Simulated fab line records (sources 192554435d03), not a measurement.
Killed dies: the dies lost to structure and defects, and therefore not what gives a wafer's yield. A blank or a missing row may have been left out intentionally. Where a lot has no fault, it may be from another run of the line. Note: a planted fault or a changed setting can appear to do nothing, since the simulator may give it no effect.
Which tool was responsible? / flow n5 finfet / 12 lots with 36 wafers sampled at 2 steps, on a route of 1938 steps

== WHAT THE GAUGES SHOWED, per wafer ==
N5_BEOL_M1_CD_MEAS_35: target cd 18 nm, target cd y 21 nm.
lot=L074; measured=day 7 07:57; on=cd sem-03; cd nm (nm)=18.1 17.9 17.8
lot=L078; measured=day 7 11:53; on=cd sem-03; cd nm (nm)=17.8 18.2 18.2
lot=L076; measured=day 8 04:11; on=cd sem-03; cd nm (nm)=17.5 17.4 17.9
lot=L081; measured=day 8 08:26; on=cd sem-03; cd nm (nm)=18.1 17.8 18.0
lot=L083; measured=day 8 16:36; on=cd sem-03; cd nm (nm)=18.7 18.3 18.1
lot=L085; measured=day 9 03:28; on=cd sem-01; cd nm (nm)=17.3 17.9 17.4
lot=L087; measured=day 9 17:23; on=cd sem-02; cd nm (nm)=17.6 17.5 17.8
lot=L089; measured=day 10 06:23; on=cd sem-03; cd nm (nm)=17.7 18.3 18.3
lot=L091; measured=day 10 20:04; on=cd sem-02; cd nm (nm)=18.1 17.7 18.2
lot=L092; measured=day 11 03:24; on=cd sem-02; cd nm (nm)=17.9 17.5 17.3
lot=L096; measured=day 11 17:25; on=cd sem-01; cd nm (nm)=18.1 18.0 17.7
lot=L097; measured=day 12 01:46; on=cd sem-03; cd nm (nm)=17.9 17.6 17.5

== WHAT TOOL EACH LOT RAN ON (gives the tool, then ch and the chambers of the sampled wafers, and finally the start) ==
lot=L074; N5_BEOL_M1_ETCHBACK_99=rie diel-01 ch 0,2,3, day 7 07:24
lot=L078; N5_BEOL_M1_ETCHBACK_99=rie diel-01 ch 0,1, day 7 11:19
lot=L076; N5_BEOL_M1_ETCHBACK_99=rie diel-01 ch 2,3, day 8 03:38
lot=L081; N5_BEOL_M1_ETCHBACK_99=rie diel-06 ch 0,3, day 8 07:53
lot=L083; N5_BEOL_M1_ETCHBACK_99=rie diel-06 ch 0,1,3, day 8 16:04
lot=L085; N5_BEOL_M1_ETCHBACK_99=rie diel-01 ch 2,3, day 9 02:55
lot=L087; N5_BEOL_M1_ETCHBACK_99=rie diel-03 ch 0,1, day 9 16:50
lot=L089; N5_BEOL_M1_ETCHBACK_99=rie diel-01 ch 0,1,3, day 10 05:50
lot=L091; N5_BEOL_M1_ETCHBACK_99=rie diel-01 ch 0,1,3, day 10 19:31
lot=L092; N5_BEOL_M1_ETCHBACK_99=rie diel-01 ch 1,2, day 11 02:52
lot=L096; N5_BEOL_M1_ETCHBACK_99=rie diel-01 ch 1,2,3, day 11 16:53
lot=L097; N5_BEOL_M1_ETCHBACK_99=rie diel-01 ch 0,2,3, day 12 01:13
- N5_BEOL_M1_ETCHBACK_99: etches SiO2 in CHF3, target depth 5 nm, time 10.4 s.

== THE ANSWER, worked out from the rows above alone ==
Rule: what is usual is taken from the lots themselves. Put in order of their means at a reading, lots are off if they are a third of the lots or fewer, leave a main group of 4 or more, and stand apart from it by a gap of 3 or more times the standard deviation of the main group's means; of several such gaps the widest counts. A main group whose means are all the same, to the digits that the tables above print for the reading, isn't used. Also off: a lot with no number at a reading for which 4 or more lots have one. The other lots that the step has rows for count as sound.
No lot is off on any of the readings shown, so nothing can be concluded from this.

== WHAT WAS PUT IN BY THE SIMULATOR ==
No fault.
